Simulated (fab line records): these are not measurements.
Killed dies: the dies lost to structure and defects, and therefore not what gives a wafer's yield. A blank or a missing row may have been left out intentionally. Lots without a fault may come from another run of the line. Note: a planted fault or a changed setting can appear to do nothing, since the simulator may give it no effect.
Chamber matching || flow nand-harc || NHARC_A_CHANNEL_FILL_D2_ALD_25 on ald-hk-01: 4 sister chambers
The step deposits SiOx, target thk 60 nm, pulse time 10 s, ald cycles 600. 8 wafers are shown with their chamber, then 7 later ones without.

== WAFERS PAIRED WITH THEIR CHAMBERS ==
{"wafer": "L079.5", "chamber": 3, "heater-power-w (W)": 405, "heater-power-outer-w (W)": 224}
{"wafer": "L079.6", "chamber": 0, "heater-power-w (W)": 443, "heater-power-outer-w (W)": 250}
{"wafer": "L081.3", "chamber": 3, "heater-power-w (W)": 408, "heater-power-outer-w (W)": 225}
{"wafer": "L084.1", "chamber": 0, "heater-power-w (W)": 435, "heater-power-outer-w (W)": 254}
{"wafer": "L084.2", "chamber": 1, "heater-power-w (W)": 448, "heater-power-outer-w (W)": 237}
{"wafer": "L084.6", "chamber": 2, "heater-power-w (W)": 571, "heater-power-outer-w (W)": 334}
{"wafer": "L085.3", "chamber": 2, "heater-power-w (W)": 579, "heater-power-outer-w (W)": 330}
{"wafer": "L085.2", "chamber": 1, "heater-power-w (W)": 448, "heater-power-outer-w (W)": 231}

== WAFERS WITHOUT THEIR CHAMBER ==
{"wafer": "L085.6", "heater-power-w (W)": 405, "heater-power-outer-w (W)": 222}
{"wafer": "L092.1", "heater-power-w (W)": 422, "heater-power-outer-w (W)": 242}
{"wafer": "L092.2", "heater-power-w (W)": 460, "heater-power-outer-w (W)": 237}
{"wafer": "L092.4", "heater-power-w (W)": 414, "heater-power-outer-w (W)": 234}
{"wafer": "L095.2", "heater-power-w (W)": 573, "heater-power-outer-w (W)": 339}
{"wafer": "L095.5", "heater-power-w (W)": 420, "heater-power-outer-w (W)": 247}
{"wafer": "L095.6", "heater-power-w (W)": 414, "heater-power-outer-w (W)": 246}

== CHAMBER TAKEN BY EACH ==
{"wafer": "L085.6", "from the rows above": 3, "in truth": 3}
{"wafer": "L092.1", "from the rows above": "can't be placed: 0 or 1 or 3", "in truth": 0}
{"wafer": "L092.2", "from the rows above": 1, "in truth": 1}
{"wafer": "L092.4", "from the rows above": 3, "in truth": 3}
{"wafer": "L095.2", "from the rows above": 2, "in truth": 2}
{"wafer": "L095.5", "from the rows above": 0, "in truth": 0}
{"wafer": "L095.6", "from the rows above": "can't be placed: 0 or 3", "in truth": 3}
5 of 7 placed correctly. These rows do not allow placing 2 (true chamber among the candidates in 2). Placed wrongly: 0.
How it was worked out, from the rows above alone: a wafer's distance from a chamber is the root of the sum, over the readings, of the square of ((its reading less the chamber's mean) divided by the reading's scatter). If the next closest chamber is less than 2 further off than the closest, the wafer can't be placed; otherwise it belongs to the closest. The mean given for a chamber averages the wafers shown for that chamber. How the scatter is found: for the shown wafers, subtract from each reading the mean of its chamber, square and add these, divide the total by (wafers less chambers), then take the root.
